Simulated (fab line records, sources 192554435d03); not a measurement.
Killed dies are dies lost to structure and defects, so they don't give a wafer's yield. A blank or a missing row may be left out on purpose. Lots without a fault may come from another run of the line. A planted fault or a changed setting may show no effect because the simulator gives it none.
Chamber matching | flow n5_finfet | N5_HKMG_FIN_PWFM_ALD_03 on ald_metal-04: 4 sister chambers
The step deposits TiN, target thk 2 nm, pulse time 1 s, purge time 3 s. 22 wafers are shown with their chamber, then 11 later ones without.

WAFERS WITH THEIR CHAMBER
wafer  | chamber | heater_power_w (W) | precursor_pulse_height_rel
L074.1 | 1       | 787                | 1.042
L074.2 | 0       | 1064               | 1.006
L074.6 | 1       | 777                | 0.982
L075.1 | 0       | 1060               | 1.010
L075.2 | 1       | 777                | 0.982
L075.3 | 2       | 746                | 1.023
L075.4 | 2       | 762                | 1.014
L075.5 | 0       | 1099               | 1.015
L075.6 | 1       | 793                | 1.000
L077.1 | 0       | 1077               | 1.013
L077.2 | 1       | 767                | 0.995
L077.3 | 2       | 748                | 0.988
L077.4 | 3       | 966                | 0.982
L077.5 | 1       | 777                | 1.010
L077.6 | 2       | 746                | 1.005
L078.1 | 3       | 942                | 0.996
L078.2 | 2       | 752                | 0.978
L078.3 | 1       | 785                | 1.001
L078.4 | 0       | 1077               | 0.987
L078.5 | 2       | 742                | 0.995
L078.6 | 1       | 782                | 0.934
L084.1 | 0       | 1076               | 0.998

SIGNATURES (means of the wafers above)
reading                    | chamber 0 | chamber 1 | chamber 2 | chamber 3 | scatter within a chamber
heater_power_w             | 1075.50   | 780.62    | 749.33    | 954.00    | 10.3
precursor_pulse_height_rel | 1.00483   | 0.99325   | 1.00050   | 0.98900   | 0.0218
Rule: a wafer's distance from a chamber is the root of the sum, over the readings, of the square of ((its reading less the chamber's mean) divided by the reading's scatter). The wafer belongs to the nearest chamber; if the next one is less than 2 further off, it can't be placed. The scatter: the root of (the sum of the squares of (reading less its chamber's mean) over the shown wafers, divided by (wafers less chambers)).

WAFERS WITHOUT THEIR CHAMBER
wafer  | heater_power_w (W) | precursor_pulse_height_rel
L084.2 | 747                | 1.011
L084.3 | 762                | 0.993
L084.4 | 974                | 0.984
L084.5 | 769                | 0.962
L084.6 | 750                | 0.989
L086.2 | 1081               | 0.987
L086.4 | 740                | 0.998
L086.6 | 1069               | 1.030
L087.1 | 1056               | 0.962
L087.3 | 791                | 0.980
L087.6 | 1050               | 0.968

WHICH CHAMBER EACH WENT THROUGH
wafer  | from the rows above     | in truth
L084.2 | 2                       | 2
L084.3 | can't be placed: 2 or 1 | 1
L084.4 | 3                       | 3
L084.5 | can't be placed: 1 or 2 | 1
L084.6 | 2                       | 2
L086.2 | 0                       | 0
L086.4 | 2                       | 2
L086.6 | 0                       | 0
L087.1 | 0                       | 0
L087.3 | 1                       | 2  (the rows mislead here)
L087.6 | 0                       | 0
Placed correctly: 8 of 11. Can't be placed from these rows: 2 (the true chamber is among the candidates in 2). Placed wrongly: 1.
